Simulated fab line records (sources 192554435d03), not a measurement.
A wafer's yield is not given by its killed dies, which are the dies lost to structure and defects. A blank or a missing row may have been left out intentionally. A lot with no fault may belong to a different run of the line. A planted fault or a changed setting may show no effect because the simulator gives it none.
A lot that was struck, set against a sound lot	flow n5_finfet	17 out of 1938 route steps
Sound: wafers L180.1, L180.2, L180.4. The struck wafers were L190.1, L190.2, L190.5. The cause is given at the end.
Per side, at each step with rows, come the tool, then ch with its chambers, and then its first start. Under that, the readings that differ: sound wafers	struck wafers	difference of the means	sigmas: that difference in standard deviations of wafers without a fault.
alike: readings with means less than 2 such deviations apart, plus words and numbers identical on both sides. not compared: withheld readings, readings lacking a value on some wafer, bounds such as >300 that could conceal the same value, and numbers that have no deviation in the record and whose values overlap.
A row with sigmas, a row that says differs or no value, or rows on one side alone: a step with any of these is where the two part. Numbers that have no deviation but don't overlap get no sigmas and don't part them. A reading missing from all wafers of one side parts the sides only when that side holds two or more wafers.

first, 9 steps without rows for these wafers: N5_HKMG_FIN_SOFTBAKE_44 (time 60 s); N5_HKMG_FIN_EXPOSE_46 (exposes mask NDIPOLE); N5_HKMG_FIN_PEB_47 (peb time 60 s); N5_HKMG_FIN_DEVELOP_48 (develop time 30 s); N5_HKMG_FIN_DESCUM_53 (chemistry O2, time 7.9 s); N5_HKMG_FIN_ETCH_54 (etches SiARC in CF4, target depth 45.5 nm, time 75.8 s); N5_HKMG_FIN_ETCH_55 (etches SOC in N2/H2, target depth 240 nm, time 300 s); N5_HKMG_FIN_STRIP_56 (strips in N2/H2); N5_HKMG_FIN_STRIP_57 (strips in CF4).
N5_HKMG_FIN_ETCH_58: etches SOC in N2/H2, target depth 215.8 nm, time 741 s.
  sound on rie_diel-06 ch 0,2,3, day 3 23:39; struck on rie_diel-06 ch 0,2,3, day 6 14:10
reading	sound	struck	difference	sigmas
oes_product_au (a.u.)	0.73 0.82 0.87	1.06 0.99 0.89	+0.17	+3
model.etch.depth_nm (nm)	214.8 213.5 218.4	303.4 297.5 296.8	+83.7	
model.HKMG_FIN.feature_depth_nm (nm)	214.8 213.4 218.4	303.4 297.6 296.8	+83.7	
model.SOC_of_HKMG_FIN_COAT_41.thk_nm (nm)	83.4 86.2 80.6	0 2.2 2	-82	
  alike: drypump_motor_current_A, h2_flow_sccm, rf_vpp_V, showerhead_plenum_p_Torr, throttle_valve_pct
  not compared: rf_hours_counter_h
N5_HKMG_FIN_STRIP_93: strips SOC in N2/H2, time 20 s.
  sound on rie_diel-06 ch 0,2,3, day 4 00:04; struck on rie_diel-06 ch 0,2,3, day 6 14:36
reading	sound	struck	difference	sigmas
model.SOC_of_HKMG_FIN_COAT_41.thk_nm (nm)	73 76 70.2	0 0 0	-73	
  alike: drypump_motor_current_A, h2_flow_sccm, oes_product_au, rf_vpp_V, showerhead_plenum_p_Torr, throttle_valve_pct
  not compared: rf_hours_counter_h
then, 2 steps without rows for these wafers: N5_HKMG_FIN_WET_ETCH_76 (etches Al2O3 in dNH4OH, stops on La2O3, target depth 2.25 nm, rinse time 30 s); N5_HKMG_FIN_STRIP_60 (strips in N2/H2, time 360 s).
N5_HKMG_FIN_WET_ETCH_77: etches La2O3 in dHCl, stops on HfO2, target depth 2 nm.
  sound on wet_bench-03 ch 2,4,7, day 4 00:37; struck on wet_bench-06 ch 0,1,5, day 6 15:08
reading	sound	struck	difference	sigmas
model.Al2O3_of_HKMG_FIN_ALD_75.thk_nm (nm)	1 1 1	0.6 0.8 0.8	-0.3	
then, 1 step without rows for these wafers: N5_HKMG_FIN_WET_ETCH_78 (etches Al2O3 in dNH4OH, stops on La2O3, target depth 4.5 nm, rinse time 30 s).
-- the record jumps here: 4 days lie between the struck wafers' starts before and after (it left off in module HKMG_FIN and takes up again in module BEOL_M4, whose first step shown is number 1111 of the route) --
N5_BEOL_M4_RC_MEAS_101:
  sound on prober-02 ch 0, day 7 21:18; struck on prober-01 ch 0, day 10 14:25
reading	sound	struck	difference	sigmas
DIBL_P (mV/V)	35.3 35.0 34.7	38.9 38.4 40.7	+4.3	+2
IOFF_N (nA/um)	0.124 0.120 0.132	0.210 0.208 0.229	+0.090	+3
IOFF_P (nA/um)	0.17 0.16 0.15	0.23 0.23 0.26	+0.08	+2
ION_N (uA/um)	662 652 653	695 694 685	+36	+3
ION_P (uA/um)	454 450 445	468 471 470	+20	+3
VT_N (mV)	256 255 254	244 244 247	-10	-3
VT_P (mV)	-254 -255 -258	-247 -248 -248	+8	+2
  alike: DIBL_N, SS_N, SS_P
-- a jump in the record: the struck wafers' starts before and after are 4 days apart (it breaks off in module BEOL_M4 and resumes in module PASSIVATION, where the first step shown is number 1936 of the route) --
N5_PASSIVATION_PROBE_49:
  only the struck wafers here have rows in the record (prober-02, day 14 19:35); the sound ones have none

## WHERE THEY PART
At N5_HKMG_FIN_ETCH_58 first; at N5_PASSIVATION_PROBE_49 last (within this record only).

WHY: the cause the simulator had injected
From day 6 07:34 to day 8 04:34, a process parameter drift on rie_diel-06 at N5_HKMG_FIN_ETCH_58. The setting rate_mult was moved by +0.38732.
